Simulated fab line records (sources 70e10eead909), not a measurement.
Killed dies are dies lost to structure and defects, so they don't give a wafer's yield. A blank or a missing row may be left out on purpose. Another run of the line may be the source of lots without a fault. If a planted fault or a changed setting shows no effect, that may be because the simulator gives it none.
fab line records    flow nand-harc
[record] lots = 24  wafers = 72  last-day = 33
route steps=1302 shown P_M2@341 P_BONDPAD@352 A_ZERO_WELL@401 A_ONON_D1@445 A_CHANNEL_HOLE_D1@474
lots with no fault: from the same line, run without faults
start-h: the number of hours between the record's first day and the start of the first shown wafer of the lot    wait-h: hours elapsed since this lot's preceding step    " same as the row above    L1.1+2: a single row standing in for several wafers    - no value, or no start given    * or withheld: withheld    < > ~ a bound
route shown NAME@n: NAME is a module with steps in the file, n the number in the route of the first one    usual: average and standard deviation across the fault-free wafers    same: alike in all rows    chamber/n: place in a boat    sites: readings site by site    _std_site: their standard deviation    _edge_site: inner sites' mean taken away from outer sites' mean    radius-mm: for every site, how far away it sits from the centre of the wafer    mask NAME#n: copy n    behind: the most recent tool/chamber to have shaped the wafer    hold: what put the lot on hold/how long, in hours/how the hold closed    device: names the non-switching transistor (n, p or np)    end of line: the same wafers' tests at the end of the route    a step with no rows: only its recipe    killed: not the wafer's yield, but the dies lost to structure and defects at the first sort    map: a wafer's dies, x killed, . not, _ none there
set.NAME: the setting the step ran with; set.NAME@STEP: the setting that earlier step ran with    model.NAME: the simulator's own value behind a step, which no gauge read
route steps across a sampled set of lots; one table per step, one row per wafer
services: from which hour (start-h, from the record's first day; less than 0 if before it) a tool's chamber was out of use, for how many hours, and why
[[steps]]
[step NHARC_P_M2_PVD_21]
[recipe] target-thk-a = 300  chamber-pressure-pa = 5  power-w = 5000  substrate-temp-c = 30  time-s = 20.49  material = Cu
[usual] throttle-valve-pct = 30.3/1.1
lot.wafer  tool            chamber  start-h  wait-h  throttle-valve-pct
L074.3     pvd-sputter-03  -        -        -       29.9
L074.1     "               -        "        "       29.0
L074.2     "               -        "        "       30.5
L075.1     pvd-sputter-02  -        -        -       32.1
L075.3     "               -        "        "       31.9
L075.5     "               -        "        "       30.0
L076.4     pvd-sputter-03  -        -        -       29.7
L076.1     "               -        "        "       29.5
L076.5     "               -        "        "       30.1
L077.4     pvd-sputter-01  -        -        -       29.4
L077.2     "               -        "        "       29.3
L077.6     "               -        "        "       29.8
L078.2     pvd-sputter-01  -        -        -       29.7
L078.3     "               -        "        "       29.5
L078.1     "               -        "        "       31.1
L079.2     pvd-sputter-02  -        -        -       30.2
L079.1     "               -        "        "       32.1
L079.3     "               -        "        "       31.8
L080.1     pvd-sputter-03  -        -        -       29.3
L080.2     "               -        "        "       31.3
L080.6     "               -        "        "       30.4
L081.3     pvd-sputter-03  -        -        -       29.4
L081.1     "               -        "        "       31.1
L081.5     "               -        "        "       31.2
L082.1     pvd-sputter-02  -        -        -       31.9
L082.3     "               -        "        "       30.0
L082.2     "               -        "        "       30.1
L083.1     pvd-sputter-03  -        -        -       30.4
L083.2     "               -        "        "       30.0
L083.6     "               -        "        "       30.1
L084.3     pvd-sputter-01  -        -        -       29.1
L084.2     "               -        "        "       28.5
L084.6     "               -        "        "       29.1
L085.1     pvd-sputter-02  -        -        -       31.9
L085.4     "               -        "        "       30.0
L085.5     "               -        "        "       29.8
L086.2     pvd-sputter-02  -        -        -       29.8
L086.1     "               -        "        "       31.9
L086.5     "               -        "        "       30.1
L087.1     pvd-sputter-01  -        -        -       28.9
L087.4     "               -        "        "       28.7
L087.2     "               -        "        "       31.6
L089.1     pvd-sputter-01  -        -        -       31.9
L089.2     "               -        "        "       29.0
L089.6     "               -        "        "       31.6
L088.2     pvd-sputter-03  -        -        -       30.4
L088.4     "               -        "        "       29.6
L088.5     "               -        "        "       31.3
L090.3     pvd-sputter-03  -        -        -       29.9
L090.1     "               -        "        "       29.4
L090.6     "               -        "        "       29.9
L091.3     pvd-sputter-03  -        -        -       29.7
L091.2     "               -        "        "       29.5
L091.4     "               -        "        "       30.4
L092.4     pvd-sputter-01  -        -        -       31.7
L092.2     "               -        "        "       30.1
L092.3     "               -        "        "       28.9
L093.3     pvd-sputter-01  -        -        -       30.1
L093.1     "               -        "        "       29.0
L093.4     "               -        "        "       28.3
L095.1     pvd-sputter-02  -        -        -       29.8
L095.2     "               -        "        "       31.7
L095.5     "               -        "        "       30.2
L094.1     pvd-sputter-02  -        -        -       30.1
L094.3     "               -        "        "       32.4
L094.6     "               -        "        "       29.5
L096.2     pvd-sputter-01  -        -        -       28.5
L096.1     "               -        "        "       29.7
L096.5     "               -        "        "       28.6
L097.4     pvd-sputter-02  -        -        -       31.7
L097.3     "               -        "        "       29.9
L097.2     "               -        "        "       30.8
[step NHARC_P_BONDPAD_CMP_32]
[recipe] target-thk-nm = 200  material = SiCN
[usual] motor-current-A = 12.3/1.2
lot.wafer  tool    chamber  start-h  wait-h  motor-current-A
L074.2     cmp-04  0        148.61   -       13.8
L074.1     "       2        "        "       11.8
L074.3     "       3        "        "       12.7
L075.1     cmp-03  0        150.27   -       12.5
L075.3     "       2        "        "       14.2
L075.5     "       0        "        "       12.5
L076.1     cmp-04  0        157.26   -       13.8
L076.4     "       3        "        "       11.7
L076.5     "       0        "        "       13.1
L077.4     cmp-02  1        161.55   -       11.4
L077.2     "       2        "        "       13.4
L077.6     "       1        "        "       10.9
L078.2     cmp-04  0        174.66   -       12.7
L078.3     "       2        "        "       12.1
L078.1     "       3        "        "       11.9
L079.3     cmp-03  0        186.21   -       12.6
L079.2     "       2        "        "       15.4
L079.1     "       3        "        "       11.2
L080.2     cmp-04  2        195.69   -       12.3
L080.1     "       3        "        "       11.9
L080.6     "       2        "        "       12.4
L081.3     cmp-02  0        207.99   -       10.4
L081.1     "       2        "        "       13.3
L081.5     "       0        "        "       10.5
L082.2     cmp-02  1        221.09   -       10.7
L082.1     "       2        "        "       13.7
L082.3     "       3        "        "       13.2
L083.2     cmp-03  3        224.88   -       10.4
L083.1     "       2        "        "       15.2
L083.6     "       0        "        "       12.2
L084.2     cmp-02  0        239.75   -       11.0
L084.3     "       1        "        "       10.4
L084.6     "       2        "        "       14.0
L085.4     cmp-04  1        248.82   -       13.0
L085.1     "       2        "        "       12.1
L085.5     "       0        "        "       12.6
L086.1     cmp-02  1        251.49   0.5     10.9
L086.2     "       3        "        "       12.9
L086.5     "       0        "        "       10.6
L087.4     cmp-04  2        262.20   -       12.1
L087.1     "       3        "        "       11.6
L087.2     "       1        "        "       12.4
L089.2     cmp-02  2        284.30   -       13.7
L089.1     "       1        "        "       10.7
L089.6     "       2        "        "       13.6
L088.4     cmp-04  1        285.66   -       13.1
L088.2     "       2        "        "       12.0
L088.5     "       2        "        "       11.5
L090.3     cmp-04  2        302.70   -       12.1
L090.1     "       0        "        "       13.8
L090.6     "       2        "        "       12.1
L091.4     cmp-02  2        303.43   -       14.1
L091.3     "       3        "        "       12.8
L091.2     "       0        "        "       10.8
L092.2     cmp-03  3        320.36   -       11.5
L092.3     "       0        "        "       12.8
L092.4     "       1        "        "       10.6
L093.4     cmp-02  3        325.26   -       12.5
L093.3     "       0        "        "       10.9
L093.1     "       2        "        "       14.2
L095.2     cmp-04  1        337.61   -       12.4
L095.1     "       3        "        "       12.4
L095.5     "       1        "        "       13.0
L094.3     cmp-03  3        338.66   -       11.1
L094.1     "       1        "        "       11.1
L094.6     "       2        "        "       14.4
L096.1     cmp-02  3        351.64   0.5     13.3
L096.2     "       1        "        "       11.1
L096.5     "       3        "        "       13.0
L097.4     cmp-02  0        363.35   -       10.7
L097.2     "       1        "        "       11.1
L097.3     "       2        "        "       14.0
[step NHARC_A_ZERO_WELL_CD_MEAS_10]
[recipe] target-cd-nm = 2000  landing-energy-ev = 500
[usual] cd-nm = 2000.1/1.6
lot.wafer  tool       chamber  start-h  wait-h  cd-nm
L074.1     cd-sem-01  0        153.73   -       1996.9
L074.2     "          0        "        "       1999.7
L074.3     "          0        "        "       1998.4
L075.1     cd-sem-01  0        155.39   -       1997.4
L075.3     "          0        "        "       2000.2
L075.5     "          0        "        "       2000.7
L076.1     cd-sem-01  0        162.13   -       2002.9
L076.4     "          0        "        "       2000.6
L076.5     "          0        "        "       2003.2
L077.2     cd-sem-03  0        166.55   -       1998.8
L077.4     "          0        "        "       1999.9
L077.6     "          0        "        "       1998.3
L078.1     cd-sem-03  0        179.63   -       2000.4
L078.2     "          0        "        "       2003.0
L078.3     "          0        "        "       1998.1
L079.1     cd-sem-01  0        191.73   -       2001.3
L079.2     "          0        "        "       2003.5
L079.3     "          0        "        "       2003.1
L080.1     cd-sem-01  0        200.85   -       2000.5
L080.2     "          0        "        "       2001.2
L080.6     "          0        "        "       2001.7
L081.1     cd-sem-02  0        212.92   -       1999.9
L081.3     "          0        "        "       2000.7
L081.5     "          0        "        "       1999.2
L082.1     cd-sem-01  0        225.93   -       1998.6
L082.2     "          0        "        "       1999.8
L082.3     "          0        "        "       1999.2
L083.1     cd-sem-03  0        229.82   -       1999.5
L083.2     "          0        "        "       1998.7
L083.6     "          0        "        "       2001.9
L084.2     cd-sem-03  0        244.60   -       1998.5
L084.3     "          0        "        "       2000.5
L084.6     "          0        "        "       2001.2
L085.1     cd-sem-01  0        253.66   -       1996.8
L085.4     "          0        "        "       2000.0
L085.5     "          0        "        "       1999.5
L086.1     cd-sem-02  0        256.58   -       1999.9
L086.2     "          0        "        "       1997.8
L086.5     "          0        "        "       1997.3
L087.1     cd-sem-03  0        266.83   -       2001.6
L087.2     "          0        "        "       1999.4
L087.4     "          0        "        "       2001.0
L089.1     cd-sem-02  0        289.24   -       2003.1
L089.2     "          0        "        "       1999.7
L089.6     "          0        "        "       2001.9
L088.2     cd-sem-02  0        290.56   -       1998.5
L088.4     "          0        "        "       1998.0
L088.5     "          0        "        "       2000.1
L090.1     cd-sem-02  0        307.43   -       2000.7
L090.3     "          0        "        "       2001.0
L090.6     "          0        "        "       2001.3
L091.2     cd-sem-02  0        308.32   -       2001.7
L091.3     "          0        "        "       2002.4
L091.4     "          0        "        "       2000.6
L092.2     cd-sem-01  0        325.27   -       1999.0
L092.3     "          0        "        "       1997.9
L092.4     "          0        "        "       1998.9
L093.1     cd-sem-01  0        330.16   -       2000.0
L093.3     "          0        "        "       1998.6
L093.4     "          0        "        "       1997.6
L095.1     cd-sem-02  0        342.52   -       1999.0
L095.2     "          0        "        "       1997.4
L095.5     "          0        "        "       1998.9
L094.1     cd-sem-01  0        343.41   -       1997.9
L094.3     "          0        "        "       1997.7
L094.6     "          0        "        "       1998.4
L096.1     cd-sem-03  0        356.48   -       1998.9
L096.2     "          0        "        "       2001.5
L096.5     "          0        "        "       2001.1
L097.2     cd-sem-01  0        368.15   -       1998.4
L097.3     "          0        "        "       2001.2
L097.4     "          0        "        "       2001.0
[step NHARC_A_ZERO_WELL_ETCH_13]
[recipe] target-depth-a = 1200  time-s = 40.1  hbr-flow-sccm = 150  cl2-flow-sccm = 50  rf-w = 400  icp-w = 400  bias-w = 100  chemistry = HBr/Cl2
[usual] bias-w = 100.0/0.31  chamber-pressure-mTorr = 15.000/0.015  drypump-motor-current-A = 5.7/0.35  oes-product-au = 1.002/0.0079  throttle-valve-pct = 26.404/0.0092
lot.wafer  tool       chamber  start-h  wait-h  bias-w  chamber-pressure-mTorr  drypump-motor-current-A  oes-product-au  rf-hours-counter-h  throttle-valve-pct
L074.2     rie-si-05  0        154.09   -       99.9    15.023                  5.4                      1.012           0.1                 26.392
L074.1     "          1        "        "       99.8    15.000                  5.4                      1.006           0.0                 26.388
L074.3     "          3        "        "       100.0   15.012                  5.4                      0.995           0.1                 26.400
L075.1     rie-si-03  1        155.77   -       99.8    14.999                  6.2                      1.001           0.6                 26.417
L075.3     "          2        "        "       100.1   14.998                  6.1                      1.007           0.6                 26.406
L075.5     "          0        "        "       99.8    15.000                  5.6                      0.994           -                   26.408
L076.4     rie-si-05  3        162.50   -       100.1   15.017                  5.4                      0.996           0.1                 26.418
L076.1     "          0        "        "       100.2   15.039                  5.4                      1.009           0.1                 26.391
L076.5     "          0        "        "       99.7    15.007                  5.4                      1.002           -                   26.396
L077.4     rie-si-05  2        166.92   -       100.5   15.008                  5.5                      1.016           0.1                 26.411
L077.2     "          3        "        "       99.8    15.004                  5.4                      0.994           0.2                 26.411
L077.6     "          1        "        "       100.3   15.006                  5.4                      1.010           -                   26.399
L078.3     rie-si-05  2        180.15   -       100.6   15.015                  5.5                      1.007           0.2                 26.429
L078.2     "          3        "        "       100.3   15.001                  5.4                      0.994           0.2                 26.407
L078.1     "          0        "        "       100.1   15.002                  5.4                      0.995           0.3                 26.387
L079.2     rie-si-05  3        192.09   -       99.8    14.988                  5.4                      0.997           0.3                 26.388
L079.3     "          0        "        "       100.1   14.999                  5.4                      0.994           0.3                 26.404
L079.1     "          1        "        "       100.4   15.000                  5.4                      1.005           0.3                 26.407
L080.2     rie-si-03  1        201.21   -       100.4   15.024                  6.2                      1.003           1.0                 26.395
L080.1     "          0        "        "       100.1   15.025                  5.6                      0.992           1.0                 26.409
L080.6     "          0        "        "       100.0   15.027                  5.5                      0.988           -                   26.401
L081.3     rie-si-05  1        213.30   -       99.9    15.005                  5.4                      1.017           0.4                 26.388
L081.1     "          2        "        "       99.6    14.996                  5.5                      1.006           0.4                 26.396
L081.5     "          1        "        "       100.1   14.988                  5.4                      1.013           -                   26.401
L082.2     rie-si-05  3        226.30   -       99.8    14.992                  5.4                      0.994           0.5                 26.405
L082.1     "          0        "        "       100.1   15.004                  5.4                      0.997           0.6                 26.413
L082.3     "          1        "        "       99.7    15.009                  5.4                      1.007           0.6                 26.407
L083.2     rie-si-03  0        230.18   -       100.4   15.008                  5.6                      0.989           0.0                 26.395
L083.1     "          2        "        "       100.0   14.988                  6.1                      1.001           0.0                 26.402
L083.6     "          2        "        "       100.0   15.029                  6.1                      0.999           -                   26.401
L084.2     rie-si-05  0        244.95   -       99.9    15.038                  5.4                      0.999           0.6                 26.394
L084.3     "          1        "        "       100.7   14.985                  5.4                      1.013           0.6                 26.393
L084.6     "          1        "        "       100.8   14.998                  5.4                      1.012           -                   26.419
L085.1     rie-si-03  2        254.06   -       100.3   15.015                  6.1                      1.011           0.2                 26.390
L085.5     "          1        "        "       100.0   14.987                  6.2                      1.002           -                   26.394
L085.4     "          2        "        "       100.7   14.989                  6.1                      1.010           -                   26.418
L086.1     rie-si-05  3        256.94   -       100.3   14.995                  5.4                      1.000           0.6                 26.419
L086.2     "          2        "        "       100.1   14.989                  5.5                      1.009           0.6                 26.396
L086.5     "          0        "        "       100.4   15.014                  5.4                      1.005           -                   26.409
L087.1     rie-si-03  1        267.21   -       100.3   15.012                  6.2                      1.000           0.3                 26.384
L087.2     "          2        "        "       100.3   14.992                  6.0                      1.008           0.3                 26.399
L087.4     "          0        "        "       99.8    15.011                  5.6                      1.000           -                   26.409
L089.1     rie-si-03  0        289.64   -       100.0   14.994                  5.6                      0.996           0.5                 26.413
L089.2     "          2        "        "       99.5    15.038                  6.1                      1.005           0.5                 26.408
L089.6     "          0        "        "       100.0   15.018                  5.6                      0.994           -                   26.399
L088.2     rie-si-05  0        290.93   -       99.8    14.979                  5.4                      1.006           0.8                 26.411
L088.4     "          2        "        "       100.4   15.009                  5.5                      1.010           0.8                 26.404
L088.5     "          3        "        "       99.9    15.002                  5.4                      0.997           -                   26.405
L090.1     rie-si-03  2        307.79   -       99.4    14.975                  6.1                      0.999           0.6                 26.404
L090.3     "          1        "        "       100.1   14.976                  6.2                      1.004           0.6                 26.405
L090.6     "          0        "        "       100.1   15.018                  5.6                      1.005           -                   26.422
L091.3     rie-si-04  0        308.67   -       100.5   14.992                  5.9                      1.012           0.9                 26.397
L091.2     "          1        "        "       99.8    15.009                  4.8                      0.998           1.1                 26.405
L091.4     "          3        "        "       100.5   15.014                  5.0                      1.005           0.9                 26.408
L092.3     rie-si-05  2        325.65   -       100.0   15.010                  5.5                      1.016           0.1                 26.401
L092.4     "          3        "        "       99.7    14.989                  5.4                      1.004           0.0                 26.396
L092.2     "          0        "        "       100.2   14.999                  5.4                      1.010           0.0                 26.406
L093.4     rie-si-03  2        330.55   -       99.8    15.055                  6.1                      1.012           0.9                 26.402
L093.3     "          0        "        "       100.0   14.993                  5.6                      1.001           0.8                 26.405
L093.1     "          1        "        "       99.2    15.010                  6.2                      0.996           0.8                 26.412
L095.1     rie-si-05  1        342.90   -       99.7    15.006                  5.4                      1.007           0.2                 26.414
L095.2     "          0        "        "       99.7    14.972                  5.4                      0.998           0.1                 26.400
L095.5     "          2        "        "       99.9    14.988                  5.5                      1.011           -                   26.403
L094.3     rie-si-03  3        343.78   -       99.9    14.978                  6.1                      0.993           0.3                 26.404
L094.1     "          1        "        "       99.9    14.995                  6.2                      0.996           1.0                 26.390
L094.6     "          2        "        "       99.9    14.979                  6.1                      0.997           -                   26.412
L096.2     rie-si-03  1        356.84   -       100.3   15.001                  6.2                      0.995           1.1                 26.408
L096.1     "          0        "        "       99.9    15.001                  5.6                      1.001           1.0                 26.415
L096.5     "          2        "        "       99.9    15.013                  6.1                      1.008           -                   26.414
L097.3     rie-si-04  1        368.52   -       100.3   14.998                  4.8                      1.010           0.1                 26.397
L097.2     "          2        "        "       99.7    14.987                  5.9                      0.997           0.2                 26.403
L097.4     "          3        "        "       99.9    14.988                  5.0                      0.998           0.2                 26.411
[step NHARC_A_ONON_D1_THK_MEAS_30]
[recipe] thk-meas-gauge = ellipsometry
[usual] thk-nm = 998/11
lot.wafer  tool           chamber  start-h  wait-h  thk-nm
L074.1     film-metro-02  -        189.53   -       1002
L074.2     "              -        "        "       1002
L074.3     "              -        "        "       1002
L075.1     film-metro-01  -        189.57   -       992
L075.3     "              -        "        "       994
L075.5     "              -        "        "       993
L076.1     film-metro-02  -        197.32   -       999
L076.4     "              -        "        "       999
L076.5     "              -        "        "       999
L077.2     film-metro-01  -        204.26   -       981
L077.4     "              -        "        "       982
L077.6     "              -        "        "       981
L078.1     film-metro-01  -        220.63   -       1000
L078.2     "              -        "        "       998
L078.3     "              -        "        "       1000
L079.1     film-metro-02  -        228.53   -       984
L079.2     "              -        "        "       984
L079.3     "              -        "        "       985
L080.1     film-metro-02  -        236.99   -       999
L080.2     "              -        "        "       998
L080.6     "              -        "        "       1000
L081.1     film-metro-02  -        250.48   -       986
L081.3     "              -        "        "       986
L081.5     "              -        "        "       985
L083.1     film-metro-01  -        262.24   -       1009
L083.2     "              -        "        "       1011
L083.6     "              -        "        "       1011
L082.1     film-metro-02  -        262.25   -       1006
L082.2     "              -        "        "       1007
L082.3     "              -        "        "       1007
L084.2     film-metro-01  -        280.27   -       990
L084.3     "              -        "        "       989
L084.6     "              -        "        "       990
L085.1     film-metro-02  -        288.30   -       1022
L085.4     "              -        "        "       1023
L085.5     "              -        "        "       1024
L086.1     film-metro-01  -        298.35   -       1003
L086.2     "              -        "        "       1004
L086.5     "              -        "        "       1003
L087.1     film-metro-01  -        302.78   -       997
L087.2     "              -        "        "       998
L087.4     "              -        "        "       998
L088.2     film-metro-01  -        325.74   -       1012
L088.4     "              -        "        "       1014
L088.5     "              -        "        "       1014
L089.1     film-metro-02  -        325.75   -       1018
L089.2     "              -        "        "       1018
L089.6     "              -        "        "       1018
L091.2     film-metro-02  -        342.86   -       991
L091.3     "              -        "        "       990
L091.4     "              -        "        "       992
L090.1     film-metro-01  -        342.86   -       983
L090.3     "              -        "        "       982
L090.6     "              -        "        "       982
L093.1     film-metro-01  -        363.08   -       1009
L093.3     "              -        "        "       1008
L093.4     "              -        "        "       1010
L092.2     film-metro-02  -        363.08   -       990
L092.3     "              -        "        "       991
L092.4     "              -        "        "       992
L095.1     film-metro-01  -        380.83   -       1000
L095.2     "              -        "        "       1000
L095.5     "              -        "        "       1001
L094.1     film-metro-01  -        380.85   -       996
L094.3     "              -        "        "       996
L094.6     "              -        "        "       996
L096.1     film-metro-02  -        394.94   -       998
L096.2     "              -        "        "       999
L096.5     "              -        "        "       997
L097.2     film-metro-02  -        403.91   -       989
L097.3     "              -        "        "       988
L097.4     "              -        "        "       987
[step NHARC_A_CHANNEL_HOLE_D1_ETCH_22]
[recipe] bias-v = 3000  source-w = withheld  pressure-mtorr = 20  time-s = 666.7  ar-flow-sccm = 375  c4f8-flow-sccm = 89.3  o2-flow-sccm = 35.7  temp-c = -20  target-depth-a = 16000  chemistry = C4F8/O2/Ar
[usual] chamber-pressure-mTorr = 20.000/0.018  drypump-motor-current-A = 5.9/0.35  showerhead-plenum-p-Torr = 3.62/0.087  throttle-valve-pct = 32.154/0.0098
lot.wafer  tool         chamber  start-h  wait-h  chamber-pressure-mTorr  drypump-motor-current-A  rf-hours-counter-h  showerhead-plenum-p-Torr  throttle-valve-pct
L074.1     har-etch-02  0        199.03   0.4     20.004                  5.5                      303                 3.57                      32.154
L074.2     "            1        "        "       20.002                  5.7                      303                 3.65                      32.156
L074.3     "            0        "        "       19.992                  5.5                      -                   3.57                      32.159
L075.1     har-etch-02  1        203.29   0.4     20.020                  5.7                      307                 3.64                      32.166
L075.3     "            1        "        "       19.994                  5.7                      -                   3.64                      32.176
L075.5     "            1        "        "       20.010                  5.7                      -                   3.64                      32.157
L076.1     har-etch-02  1        207.45   0.4     20.013                  5.7                      311                 3.64                      32.149
L076.4     "            0        "        "       20.031                  5.5                      -                   3.57                      32.149
L076.5     "            0        "        "       20.000                  5.5                      -                   3.57                      32.142
L077.2     har-etch-01  0        212.92   0.4     20.003                  6.4                      104                 3.60                      32.137
L077.4     "            1        "        "       20.028                  6.1                      -                   3.73                      32.138
L077.6     "            0        "        "       19.996                  6.4                      -                   3.60                      32.150
L078.1     har-etch-02  0        225.99   0.4     19.991                  5.5                      322                 3.56                      32.160
L078.2     "            1        "        "       19.976                  5.7                      322                 3.64                      32.167
L078.3     "            1        "        "       19.984                  5.7                      -                   3.63                      32.156
L079.2     har-etch-02  1        236.22   0.4     19.983                  5.8                      326                 3.63                      32.148
L079.1     "            0        "        "       19.968                  5.5                      326                 3.56                      32.152
L079.3     "            0        "        "       20.035                  5.5                      -                   3.56                      32.152
L080.2     har-etch-01  1        245.80   0.4     19.986                  6.1                      120                 3.72                      32.160
L080.1     "            0        "        "       20.011                  6.4                      120                 3.60                      32.141
L080.6     "            0        "        "       19.981                  6.4                      -                   3.60                      32.151
L081.1     har-etch-02  1        259.44   0.4     19.993                  5.8                      338                 3.63                      32.147
L081.3     "            1        "        "       19.990                  5.8                      -                   3.63                      32.171
L081.5     "            1        "        "       19.945                  5.8                      -                   3.63                      32.167
L083.1     har-etch-01  0        269.99   0.4     20.024                  6.4                      135                 3.59                      32.160
L083.2     "            1        "        "       19.997                  6.1                      135                 3.71                      32.150
L083.6     "            0        "        "       20.015                  6.4                      -                   3.59                      32.152
L082.1     har-etch-02  0        271.56   0.4     20.005                  5.5                      349                 3.55                      32.156
L082.2     "            1        "        "       19.980                  5.7                      349                 3.62                      32.154
L082.3     "            1        "        "       19.982                  5.8                      -                   3.62                      32.169
L084.2     har-etch-01  0        285.99   0.4     20.005                  6.4                      146                 3.58                      32.154
L084.3     "            0        "        "       19.974                  6.4                      -                   3.58                      32.168
L084.6     "            0        "        "       20.005                  6.4                      -                   3.58                      32.146
L085.1     har-etch-01  0        293.75   0.4     20.026                  6.4                      150                 3.58                      32.153
L085.4     "            1        "        "       19.991                  6.1                      -                   3.70                      32.151
L085.5     "            0        "        "       20.013                  6.4                      -                   3.58                      32.156
L086.1     har-etch-01  1        304.65   0.4     20.005                  6.1                      154                 3.70                      32.157
L086.2     "            0        "        "       19.992                  6.4                      154                 3.58                      32.145
L086.5     "            1        "        "       20.004                  6.1                      -                   3.70                      32.154
L087.2     har-etch-02  0        311.16   0.4     19.978                  5.5                      375                 3.53                      32.138
L087.1     "            1        "        "       19.999                  5.7                      361                 3.61                      32.140
L087.4     "            0        "        "       20.043                  5.5                      -                   3.53                      32.147
L088.2     har-etch-02  1        331.33   0.4     19.986                  5.7                      368                 3.61                      32.152
L088.4     "            0        "        "       20.007                  5.5                      -                   3.53                      32.159
L088.5     "            1        "        "       19.972                  5.7                      -                   3.61                      32.159
L089.1     har-etch-01  0        332.18   0.4     19.995                  6.4                      170                 3.57                      32.156
L089.2     "            1        "        "       20.017                  6.1                      170                 3.69                      32.159
L089.6     "            0        "        "       20.017                  6.4                      -                   3.57                      32.161
L091.2     har-etch-01  1        351.28   0.4     20.002                  6.1                      181                 3.68                      32.151
L091.4     "            1        "        "       20.019                  6.1                      -                   3.68                      32.145
L091.3     "            0        "        "       20.019                  6.4                      -                   3.56                      32.163
L090.1     har-etch-02  0        353.15   0.4     19.996                  5.5                      398                 3.52                      32.118
L090.3     "            1        "        "       20.004                  5.7                      -                   3.60                      32.150
L090.6     "            1        "        "       19.986                  5.7                      -                   3.60                      32.154
L092.2     har-etch-01  1        368.62   0.4     20.006                  6.1                      192                 3.68                      32.149
L092.3     "            0        "        "       20.004                  6.4                      -                   3.56                      32.174
L092.4     "            1        "        "       19.965                  6.1                      -                   3.68                      32.151
L093.1     har-etch-02  1        369.81   0.4     19.995                  5.7                      395                 3.60                      32.158
L093.3     "            1        "        "       20.024                  5.7                      -                   3.60                      32.145
L093.4     "            0        "        "       19.986                  5.5                      -                   3.51                      32.152
L095.2     har-etch-01  1        390.13   0.4     19.992                  6.1                      211                 3.67                      32.153
L095.1     "            0        "        "       20.029                  6.5                      211                 3.55                      32.150
L095.5     "            0        "        "       20.028                  6.5                      -                   3.55                      32.171
L094.1     har-etch-01  1        394.33   0.4     20.002                  6.1                      215                 3.67                      32.164
L094.3     "            1        "        "       19.987                  6.1                      -                   3.67                      32.147
L094.6     "            1        "        "       20.048                  6.1                      -                   3.67                      32.162
L096.1     har-etch-02  1        400.82   0.4     19.993                  5.8                      1                   3.93                      32.159
L096.2     "            0        "        "       20.012                  5.5                      1                   3.93                      32.161
L096.5     "            1        "        "       20.005                  5.7                      -                   3.93                      32.158
L097.2     har-etch-01  1        409.85   0.4     20.037                  6.1                      223                 3.66                      32.161
L097.4     "            0        "        "       19.985                  6.4                      -                   3.54                      32.151
L097.3     "            1        "        "       20.008                  6.1                      -                   3.66                      32.156
[[services]]
tool         chamber  start-h  hours  kind
rie-si-05    -        128.00   9.0    pm
cmp-02       -        134.52   4.0    pm
cmp-02       -        138.75   0.8    repair
rie-si-03    3        148.88   151.0  repair
cmp-04       -        159.79   0.7    repair
rie-si-03    2        170.59   3.5    repair
rie-si-03    -        181.83   0.4    repair
cmp-04       -        193.68   1.7    repair
cmp-04       -        206.58   2.5    repair
cmp-04       -        209.10   4.0    pm
rie-si-03    -        221.00   9.0    pm
cmp-02       -        232.52   4.0    pm
cmp-04       -        295.55   1.7    repair
rie-si-03    3        302.85   6.2    repair
cmp-04       -        303.42   0.3    repair
rie-si-05    -        305.00   9.0    pm
cmp-04       -        307.10   4.0    pm
rie-si-03    0        315.69   5.2    repair
cmp-02       -        317.24   0.5    repair
cmp-02       -        330.52   4.0    pm
rie-si-03    3        367.91   6.0    repair
har-etch-02  -        379.51   17.0   pm
rie-si-05    3        383.93   12.8   repair
rie-si-03    -        398.00   9.0    pm
[[key]]
fault none
